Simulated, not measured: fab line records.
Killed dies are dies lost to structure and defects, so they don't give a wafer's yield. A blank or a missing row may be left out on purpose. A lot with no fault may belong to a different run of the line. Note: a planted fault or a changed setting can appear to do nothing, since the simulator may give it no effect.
Matching of chambers | flow nand-harc | 4 sister chambers for NHARC_P_GATE_DESCUM_31 on rie-diel-05
The step chemistry O2, time 3 s. 14 wafers are shown with their chamber, then 7 later ones without.

== WAFERS WITH THEIR CHAMBER ==
wafer  | chamber | drypump-motor-current-A (A) | oes-product-au (a.u.) | rf-vpp-V (V)
L714.1 | 2       | 5.2                         | 0.995                 | 57.7
L714.5 | 3       | 4.9                         | 1.008                 | 56.5
L714.6 | 2       | 5.2                         | 1.001                 | 57.6
L715.1 | 2       | 5.2                         | 1.005                 | 58.0
L715.5 | 3       | 4.9                         | 0.988                 | 58.3
L715.6 | 0       | 5.3                         | 1.000                 | 57.4
L720.2 | 2       | 5.2                         | 1.007                 | 56.5
L720.3 | 3       | 4.9                         | 1.005                 | 58.5
L720.4 | 1       | 6.4                         | 1.023                 | 58.1
L721.3 | 0       | 5.3                         | 0.993                 | 57.6
L721.4 | 3       | 4.9                         | 1.005                 | 57.8
L721.6 | 0       | 5.3                         | 1.002                 | 57.9
L730.3 | 3       | 4.8                         | 0.991                 | 58.2
L730.5 | 1       | 6.4                         | 1.011                 | 58.1

SIGNATURES (averages over the wafers above)
reading                 | chamber 0 | chamber 1 | chamber 2 | chamber 3 | scatter within a chamber
drypump-motor-current-A | 5.300     | 6.400     | 5.200     | 4.880     | 0.0283
oes-product-au          | 0.99833   | 1.01700   | 1.00200   | 0.99940   | 0.00733
rf-vpp-V                | 57.633    | 58.100    | 57.450    | 57.860    | 0.632
Rule: distance of a wafer from a chamber = root of the sum over the readings of ((wafer's reading minus chamber's mean) / reading's scatter) squared. If the next closest chamber is less than 2 further off than the closest, the wafer can't be placed; otherwise it belongs to the closest. The scatter: take each reading less its chamber's mean, square it, sum over the shown wafers, divide by the number of wafers less the number of chambers, and take the root.

== WAFERS MISSING THEIR CHAMBER ==
wafer  | drypump-motor-current-A (A) | oes-product-au (a.u.) | rf-vpp-V (V)
L730.6 | 5.3                         | 0.997                 | 58.2
L731.1 | 6.4                         | 1.007                 | 54.5
L731.3 | 5.2                         | 1.013                 | 56.9
L731.6 | 4.8                         | 0.993                 | 57.6
L735.1 | 5.3                         | 1.000                 | 57.1
L735.2 | 5.2                         | 1.011                 | 57.9
L735.4 | 6.4                         | 1.015                 | 56.5

== CHAMBER TAKEN BY EACH ==
wafer  | from the rows above | in truth
L730.6 | 0                   | 0
L731.1 | 1                   | 1
L731.3 | 2                   | 2
L731.6 | 3                   | 3
L735.1 | 0                   | 0
L735.2 | 2                   | 2
L735.4 | 1                   | 1
7 of 7 placed correctly. Left unplaced by these rows: 0. Wrongly placed: 0.
